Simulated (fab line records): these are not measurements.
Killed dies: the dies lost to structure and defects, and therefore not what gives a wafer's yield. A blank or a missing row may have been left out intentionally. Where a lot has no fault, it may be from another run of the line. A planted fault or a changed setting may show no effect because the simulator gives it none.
Which tool was responsible? ; flow n5-finfet ; 12 lots, 36 wafers sampled, at 4 steps of a route of 1938

## WHAT THE GAUGES SHOWED, per wafer
N5_DUMMY_GATE_INSPECT_27: inspects for defects (brightfield).
lot;measured;on;raw-defect-count
L075;day 3 06:16;defect-inspect-01;203 206 199
L077;day 3 19:38;defect-inspect-02;272 433 312
L079;day 4 11:59;defect-inspect-02;307 340 307
L081;day 4 17:21;defect-inspect-02;259 236 308
L083;day 5 04:03;defect-inspect-02;384 312 276
L085;day 5 17:47;defect-inspect-02;262 222 312
L087;day 6 09:53;defect-inspect-02;348 350 252
L089;day 6 18:40;defect-inspect-02;202 282 220
L091;day 7 05:19;defect-inspect-02;191 208 231
L093;day 7 17:51;defect-inspect-02;389 422 466
L095;day 8 08:04;defect-inspect-02;258 226 342
L097;day 8 19:13;defect-inspect-02;281 228 290

## WHAT TOOL EACH LOT RAN ON (gives the tool, then ch and the chambers of the sampled wafers, and finally the start)
lot;N5_DUMMY_GATE_STRIP_41;N5_DUMMY_GATE_ETCH_23;N5_DUMMY_GATE_ETCH_44
L075;rie-diel-06 ch 0,2,3, day 3 05:35;rie-si-06 ch 0,1,2, day 3 05:49;rie-si-06 ch 0,1,2, day 3 05:52
L077;rie-diel-03 ch 0,1,3, day 3 18:49;rie-si-02 ch 0,1,3, day 3 19:03;rie-si-02 ch 0,1,3, day 3 19:07
L079;rie-diel-03 ch 0,1,3, day 4 11:04;rie-si-06 ch 0,1, day 4 11:18;rie-si-06 ch 0,1, day 4 11:22
L081;rie-diel-06 ch 0,1,2, day 4 16:38;rie-si-02 ch 1,2,3, day 4 16:52;rie-si-02 ch 1,2,3, day 4 16:56
L083;rie-diel-06 ch 0,1,2, day 5 03:21;rie-si-01 ch 1,2, day 5 03:35;rie-si-01 ch 1,2, day 5 03:38
L085;rie-diel-05 ch 0,2, day 5 17:05;rie-si-06 ch 1,2,3, day 5 17:19;rie-si-06 ch 1,2,3, day 5 17:23
L087;rie-diel-05 ch 2,3, day 6 09:08;rie-si-06 ch 0,3, day 6 09:22;rie-si-06 ch 0,3, day 6 09:25
L089;rie-diel-06 ch 1,3, day 6 17:48;rie-si-02 ch 0,1,3, day 6 18:07;rie-si-02 ch 0,1,3, day 6 18:11
L091;rie-diel-06 ch 1,2,3, day 7 04:37;rie-si-02 ch 0,1,2, day 7 04:52;rie-si-02 ch 0,1,2, day 7 04:55
L093;rie-diel-06 ch 0,1,2, day 7 17:10;rie-si-01 ch 0,1,2, day 7 17:24;rie-si-01 ch 0,1,2, day 7 17:27
L095;rie-diel-05 ch 0,1,2, day 8 07:22;rie-si-01 ch 0,3, day 8 07:36;rie-si-01 ch 0,3, day 8 07:40
L097;rie-diel-03 ch 0,1,3, day 8 18:27;rie-si-02 ch 0,1,3, day 8 18:41;rie-si-02 ch 0,1,3, day 8 18:44
- N5_DUMMY_GATE_STRIP_41: strips in O2.
- N5_DUMMY_GATE_ETCH_23: etches poly-Si in HBr/Cl2/O2, target depth 41 nm, time 22.3 s.
- N5_DUMMY_GATE_ETCH_44: etches poly-Si in HBr/O2, stops on SiO2, target depth 127.5 nm.

## THE ANSWER, worked out from the rows above alone
Rule: usual is defined by the lots themselves. The widest of any qualifying gaps counts: lots, ordered by their means at a reading, are off when they make up no more than a third of the lots, leave a main group of 4 or more, and stand apart from it by 3 or more times the standard deviation of that group's means. If all means in a main group match to the digits the tables above print for the reading, that group is not used. Also off: a lot with no number at a reading for which 4 or more lots have one. The other lots that the step has rows for count as sound.
Nothing can be told from this: no lot is off at any reading shown.

## WHAT THE SIMULATOR HAD INSERTED
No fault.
